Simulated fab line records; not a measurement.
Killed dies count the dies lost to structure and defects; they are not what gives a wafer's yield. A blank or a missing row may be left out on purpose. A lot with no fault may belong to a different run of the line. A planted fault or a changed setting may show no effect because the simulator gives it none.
Chamber matching + flow n5-finfet + 4 sister chambers for N5_BEOL_M7_DESCUM_33 on rie-diel-01
The step chemistry O2, time 7 s. 14 wafers are shown with their chamber, then 7 later ones without.

== WAFERS, EACH WITH ITS CHAMBER ==
| wafer  | chamber | showerhead-plenum-p-Torr (Torr) | throttle-valve-pct (%) | drypump-motor-current-A (A) |
|--------|---------|---------------------------------|------------------------|-----------------------------|
| L075.2 | 2       | 2.05                            | 20.26                  | 5.5                         |
| L075.5 | 3       | 2.16                            | 20.12                  | 5.6                         |
| L075.6 | 2       | 2.05                            | 20.27                  | 5.5                         |
| L078.4 | 2       | 2.04                            | 20.29                  | 5.5                         |
| L078.5 | 1       | 1.98                            | 20.78                  | 5.1                         |
| L078.6 | 2       | 2.04                            | 20.28                  | 5.5                         |
| L086.1 | 1       | 1.98                            | 20.81                  | 5.1                         |
| L086.2 | 0       | 2.23                            | 20.47                  | 5.4                         |
| L086.3 | 2       | 2.04                            | 20.31                  | 5.4                         |
| L085.1 | 2       | 2.04                            | 20.31                  | 5.5                         |
| L085.4 | 0       | 2.23                            | 20.46                  | 5.3                         |
| L085.6 | 1       | 1.98                            | 20.81                  | 5.1                         |
| L088.1 | 1       | 1.97                            | 20.82                  | 5.1                         |
| L088.3 | 3       | 2.15                            | 20.14                  | 5.6                         |

SIGNATURES (averages over the wafers above)
| reading                  | chamber 0 | chamber 1 | chamber 2 | chamber 3 | scatter within a chamber |
|--------------------------|-----------|-----------|-----------|-----------|--------------------------|
| showerhead-plenum-p-Torr | 2.2300    | 1.9775    | 2.0433    | 2.1550    | 0.00508                  |
| throttle-valve-pct       | 20.4650   | 20.8050   | 20.2867   | 20.1300   | 0.0181                   |
| drypump-motor-current-A  | 5.350     | 5.100     | 5.483     | 5.600     | 0.0365                   |
Rule: a wafer's distance from a chamber is the root of the sum, over the readings, of the square of ((its reading less the chamber's mean) divided by the reading's scatter). If the next closest chamber is less than 2 further off than the closest, the wafer can't be placed; otherwise it belongs to the closest. The scatter is the square root of a quotient: the sum, over the shown wafers, of each reading's squared deviation from its chamber's mean, divided by wafers minus chambers.

== WAFERS WITHOUT THEIR CHAMBER ==
| wafer  | showerhead-plenum-p-Torr (Torr) | throttle-valve-pct (%) | drypump-motor-current-A (A) |
|--------|---------------------------------|------------------------|-----------------------------|
| L088.5 | 2.04                            | 20.31                  | 5.5                         |
| L090.1 | 1.97                            | 20.83                  | 5.1                         |
| L090.2 | 2.22                            | 20.47                  | 5.3                         |
| L090.6 | 2.15                            | 20.15                  | 5.6                         |
| L091.2 | 2.22                            | 20.47                  | 5.3                         |
| L091.3 | 1.97                            | 20.84                  | 5.1                         |
| L091.4 | 2.15                            | 20.16                  | 5.6                         |

== THE CHAMBER EACH PASSED THROUGH ==
| wafer  | from the rows above | in truth |
|--------|---------------------|----------|
| L088.5 | 2                   | 2        |
| L090.1 | 1                   | 1        |
| L090.2 | 0                   | 0        |
| L090.6 | 3                   | 3        |
| L091.2 | 0                   | 0        |
| L091.3 | 1                   | 1        |
| L091.4 | 3                   | 3        |
Correctly placed: 7 of 7. From these rows, 0 cannot be placed. Wrongly placed: 0.
